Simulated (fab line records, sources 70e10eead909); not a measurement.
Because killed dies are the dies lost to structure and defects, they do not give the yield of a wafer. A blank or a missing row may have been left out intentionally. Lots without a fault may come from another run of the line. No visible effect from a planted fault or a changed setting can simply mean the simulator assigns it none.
Matching of chambers || flow nand_harc || 4 sister chambers for NHARC_A_CHANNEL_FILL_D1_ALD_25 on ald_hk-01
The step deposits SiOx, target thk 60 nm, pulse time 10 s, ald cycles 600. 8 wafers are shown with their chamber, then 8 later ones without.

== WAFERS WITH THEIR CHAMBER ==
{"wafer": "L933.4", "chamber": 1, "heater_power_w (W)": 497, "precursor_pulse_height_rel": 1.018}
{"wafer": "L933.6", "chamber": 1, "heater_power_w (W)": 502, "precursor_pulse_height_rel": 0.970}
{"wafer": "L941.1", "chamber": 3, "heater_power_w (W)": 549, "precursor_pulse_height_rel": 1.024}
{"wafer": "L941.4", "chamber": 2, "heater_power_w (W)": 516, "precursor_pulse_height_rel": 0.990}
{"wafer": "L943.4", "chamber": 0, "heater_power_w (W)": 526, "precursor_pulse_height_rel": 0.989}
{"wafer": "L943.5", "chamber": 2, "heater_power_w (W)": 532, "precursor_pulse_height_rel": 1.023}
{"wafer": "L943.6", "chamber": 3, "heater_power_w (W)": 559, "precursor_pulse_height_rel": 1.023}
{"wafer": "L944.2", "chamber": 0, "heater_power_w (W)": 511, "precursor_pulse_height_rel": 0.978}

== WAFERS MISSING THEIR CHAMBER ==
{"wafer": "L944.3", "heater_power_w (W)": 539, "precursor_pulse_height_rel": 0.995}
{"wafer": "L944.5", "heater_power_w (W)": 511, "precursor_pulse_height_rel": 0.979}
{"wafer": "L947.1", "heater_power_w (W)": 486, "precursor_pulse_height_rel": 0.988}
{"wafer": "L947.3", "heater_power_w (W)": 552, "precursor_pulse_height_rel": 1.013}
{"wafer": "L947.6", "heater_power_w (W)": 501, "precursor_pulse_height_rel": 1.001}
{"wafer": "L948.2", "heater_power_w (W)": 516, "precursor_pulse_height_rel": 1.046}
{"wafer": "L948.5", "heater_power_w (W)": 555, "precursor_pulse_height_rel": 0.993}
{"wafer": "L948.6", "heater_power_w (W)": 499, "precursor_pulse_height_rel": 0.982}

== WHICH CHAMBER EACH WENT THROUGH ==
{"wafer": "L944.3", "from the rows above": "can't be placed: 2 or 3 or 0", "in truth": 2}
{"wafer": "L944.5", "from the rows above": "can't be placed: 0 or 1 or 2", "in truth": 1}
{"wafer": "L947.1", "from the rows above": 1, "in truth": 1}
{"wafer": "L947.3", "from the rows above": 3, "in truth": 3}
{"wafer": "L947.6", "from the rows above": "can't be placed: 1 or 0", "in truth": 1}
{"wafer": "L948.2", "from the rows above": "can't be placed: 2 or 0 or 1", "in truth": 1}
{"wafer": "L948.5", "from the rows above": 3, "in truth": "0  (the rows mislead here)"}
{"wafer": "L948.6", "from the rows above": "can't be placed: 1 or 0", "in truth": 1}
Correct placement for 2 of the 8. Unplaceable from these rows: 5, with the true chamber sitting among the candidates in 5. Wrongly placed: 1.
How it was worked out, from the rows above alone: a wafer's distance from a chamber is the root of the sum, over the readings, of the square of ((its reading less the chamber's mean) divided by the reading's scatter). If the next closest chamber is less than 2 further off than the closest, the wafer can't be placed; otherwise it belongs to the closest. The mean given for a chamber averages the wafers shown for that chamber. The scatter: take each reading less its chamber's mean, square it, sum over the shown wafers, divide by the number of wafers less the number of chambers, and take the root.
